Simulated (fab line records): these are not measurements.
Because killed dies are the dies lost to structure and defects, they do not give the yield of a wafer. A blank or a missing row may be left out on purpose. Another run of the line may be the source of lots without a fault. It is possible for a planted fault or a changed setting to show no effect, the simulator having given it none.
Which tool was responsible? / flow nand-harc / Sampling: 6 lots, 18 wafers, 4 of 1302 route steps

WHAT THE GAUGES READ, wafer by wafer
NHARC_A_WL_FILL_INSPECT_15.
lot=L417; measured=day 21 13:10; on=defect-inspect-02; raw-defect-count=422 532 649
lot=L423; measured=day 24 02:44; on=defect-inspect-02; raw-defect-count=633 399 426
lot=L428; measured=day 26 07:34; on=defect-inspect-01; raw-defect-count=599 445 526
lot=L432; measured=day 27 19:35; on=defect-inspect-02; raw-defect-count=375 406 564
lot=L435; measured=day 28 20:46; on=defect-inspect-02; raw-defect-count=487 404 451
lot=L438; measured=day 29 18:49; on=defect-inspect-02; raw-defect-count=356 435 440

WHAT TOOL EACH LOT RAN ON (gives the tool, then ch and the chambers of the sampled wafers, and finally the start)
lot=L417; NHARC_A_WL_FILL_ETCHBACK_05=rie-metal-03 ch 0,1, day 20 20:58; NHARC_A_WL_FILL_ALD_19=ald-metal-02 ch 1,2,3, day 21 12:20; NHARC_A_WL_FILL_CMP_12=cmp-01 ch 0,2, day 21 12:43
lot=L423; NHARC_A_WL_FILL_ETCHBACK_05=rie-metal-01 ch 0,1, day 23 09:39; NHARC_A_WL_FILL_ALD_19=ald-metal-02 ch 0,3, day 24 01:26; NHARC_A_WL_FILL_CMP_12=cmp-01 ch 0,1,2, day 24 02:19
lot=L428; NHARC_A_WL_FILL_ETCHBACK_05=rie-metal-03 ch 0,1, day 25 12:58; NHARC_A_WL_FILL_ALD_19=ald-metal-02 ch 0,1,3, day 26 06:43; NHARC_A_WL_FILL_CMP_12=cmp-03 ch 0,1,3, day 26 07:05
lot=L432; NHARC_A_WL_FILL_ETCHBACK_05=rie-metal-03 ch 0,1, day 27 04:47; NHARC_A_WL_FILL_ALD_19=ald-metal-01 ch 0,2,3, day 27 18:35; NHARC_A_WL_FILL_CMP_12=cmp-04 ch 0,2,3, day 27 19:04
lot=L435; NHARC_A_WL_FILL_ETCHBACK_05=rie-metal-03 ch 1, day 28 04:16; NHARC_A_WL_FILL_ALD_19=ald-metal-04 ch 1,3, day 28 19:55; NHARC_A_WL_FILL_CMP_12=cmp-04 ch 0,3, day 28 20:18
lot=L438; NHARC_A_WL_FILL_ETCHBACK_05=rie-metal-01 ch 1, day 29 01:08; NHARC_A_WL_FILL_ALD_19=ald-metal-01 ch 2,3, day 29 17:49; NHARC_A_WL_FILL_CMP_12=cmp-03 ch 0,1, day 29 18:20
- NHARC_A_WL_FILL_ETCHBACK_05: etches the open film in Cl2/BCl3, target depth 22 nm, time 60 s.
- NHARC_A_WL_FILL_ALD_19: deposits TiN, target thk 2 nm, pulse time 3 s, ald cycles 100.
- NHARC_A_WL_FILL_CMP_12: polishes, t overpolish 30 s, target thk 100 nm.

THE ANSWER, worked out from the rows above alone
Rule: the usual values come from the lots themselves. The widest of any qualifying gaps counts: lots, ordered by their means at a reading, are off when they make up no more than a third of the lots, leave a main group of 4 or more, and stand apart from it by 3 or more times the standard deviation of that group's means. Not used: any main group whose means are identical at the precision the tables above print for the reading. A lot without any number at a reading at which 4 lots or more have one is off too. All remaining lots with rows at the step are treated as sound.
No lot is off on any of the readings shown, so nothing can be concluded from this.

WHAT WAS PUT IN BY THE SIMULATOR
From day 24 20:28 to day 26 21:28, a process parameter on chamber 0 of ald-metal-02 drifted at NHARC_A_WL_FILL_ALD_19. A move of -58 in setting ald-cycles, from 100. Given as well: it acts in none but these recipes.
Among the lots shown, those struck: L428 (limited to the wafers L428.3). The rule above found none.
